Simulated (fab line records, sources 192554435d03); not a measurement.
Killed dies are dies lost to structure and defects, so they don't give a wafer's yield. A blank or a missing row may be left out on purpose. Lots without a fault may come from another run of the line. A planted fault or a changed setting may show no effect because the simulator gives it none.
Chamber matching | flow n5_finfet | N5_BEOL_M0_SAQP_ETCH_101 on rie_diel-03: 4 sister chambers
The step etches SiNx in CH3F/O2, target depth 29.9 nm, time 42.7 s. 4 wafers are shown with their chamber, then 7 later ones without.

WAFERS WITH THEIR CHAMBER
wafer  | chamber | drypump_motor_current_A (A)
L080.6 | 3       | 5.5
L086.3 | 1       | 5.9
L086.4 | 0       | 5.4
L088.5 | 2       | 5.4

WAFERS WITHOUT THEIR CHAMBER
wafer  | drypump_motor_current_A (A)
L088.6 | 5.5
L089.2 | 5.3
L089.4 | 5.4
L089.5 | 5.3
L092.4 | 5.9
L092.5 | 5.3
L092.6 | 5.5

WHICH CHAMBER EACH WENT THROUGH
wafer  | from the rows above          | in truth
L088.6 | can't be placed: 3 or 0 or 2 | 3
L089.2 | can't be placed: 0 or 2 or 3 | 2
L089.4 | can't be placed: 0 or 2 or 3 | 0
L089.5 | can't be placed: 0 or 2 or 3 | 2
L092.4 | 1                            | 1
L092.5 | can't be placed: 0 or 2 or 3 | 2
L092.6 | can't be placed: 3 or 0 or 2 | 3
Placed correctly: 1 of 7. Can't be placed from these rows: 6 (the true chamber is among the candidates in 6). Placed wrongly: 0.
How it was worked out, from the rows above alone: a wafer's distance from a chamber is the root of the sum, over the readings, of the square of ((its reading less the chamber's mean) divided by the reading's scatter). The wafer belongs to the nearest chamber; if the next one is less than 2 further off, it can't be placed. A chamber's mean is the mean of its shown wafers. The scatter: with one shown wafer a chamber, the root of the mean of the squares of how far each hidden wafer lies from its nearest shown one.
